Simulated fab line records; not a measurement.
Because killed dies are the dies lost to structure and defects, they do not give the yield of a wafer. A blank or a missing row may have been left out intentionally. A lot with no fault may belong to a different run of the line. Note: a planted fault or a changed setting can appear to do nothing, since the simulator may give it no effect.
Matching of chambers | flow n5_finfet | N5_BEOL_M0_SAQP_SPACER1_ALD_98 on ald_sin-01: 4 sister chambers
The step deposits SiO2, target thk 12.8 nm, pulse time 1 s, purge time 2 s. 22 wafers are shown with their chamber, then 11 later ones without.

== WAFERS PAIRED WITH THEIR CHAMBERS ==
wafer  | chamber | heater_power_w (W) | precursor_pulse_height_rel
L075.2 | 3       | 453                | 1.026
L075.4 | 1       | 505                | 0.998
L075.5 | 1       | 497                | 1.003
L078.1 | 2       | 411                | 1.023
L078.2 | 3       | 466                | 1.016
L078.4 | 1       | 489                | 1.010
L079.1 | 2       | 398                | 1.000
L079.4 | 0       | 450                | 0.979
L079.6 | 2       | 402                | 0.988
L080.2 | 3       | 447                | 1.017
L080.3 | 2       | 403                | 1.002
L080.4 | 1       | 477                | 1.011
L084.1 | 2       | 393                | 1.008
L084.3 | 3       | 443                | 0.985
L084.5 | 3       | 456                | 0.979
L085.2 | 1       | 487                | 1.008
L085.4 | 3       | 450                | 1.017
L085.6 | 1       | 499                | 1.018
L089.1 | 3       | 447                | 0.991
L089.4 | 2       | 411                | 1.020
L089.6 | 1       | 499                | 1.015
L091.1 | 3       | 445                | 1.009

SIGNATURES (means of the wafers above)
reading                    | chamber 0 | chamber 1 | chamber 2 | chamber 3 | scatter within a chamber
heater_power_w             | 450.00    | 493.29    | 403.00    | 450.88    | 8.1
precursor_pulse_height_rel | 0.97900   | 1.00900   | 1.00683   | 1.00500   | 0.0135
Rule: a wafer's distance from a chamber is the root of the sum, over the readings, of the square of ((its reading less the chamber's mean) divided by the reading's scatter). The wafer belongs to the nearest chamber; if the next one is less than 2 further off, it can't be placed. How the scatter is found: for the shown wafers, subtract from each reading the mean of its chamber, square and add these, divide the total by (wafers less chambers), then take the root.

== WAFERS WITH NO CHAMBER GIVEN ==
wafer  | heater_power_w (W) | precursor_pulse_height_rel
L091.2 | 499                | 1.030
L091.4 | 392                | 1.010
L092.2 | 496                | 1.011
L092.4 | 455                | 0.988
L092.5 | 496                | 1.000
L094.4 | 401                | 1.004
L094.5 | 446                | 0.978
L094.6 | 456                | 0.990
L097.1 | 405                | 0.981
L097.3 | 503                | 0.974
L097.6 | 404                | 1.018

== THE CHAMBER EACH PASSED THROUGH ==
wafer  | from the rows above     | in truth
L091.2 | 1                       | 1
L091.4 | 2                       | 2
L092.2 | 1                       | 1
L092.4 | can't be placed: 0 or 3 | 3
L092.5 | 1                       | 1
L094.4 | 2                       | 2
L094.5 | can't be placed: 0 or 3 | 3
L094.6 | can't be placed: 0 or 3 | 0
L097.1 | 2                       | 2
L097.3 | 1                       | 1
L097.6 | 2                       | 2
Correct placement for 8 of the 11. Not placeable from these rows: 3 (in 3, the candidates include the true chamber). 0 placed wrongly.
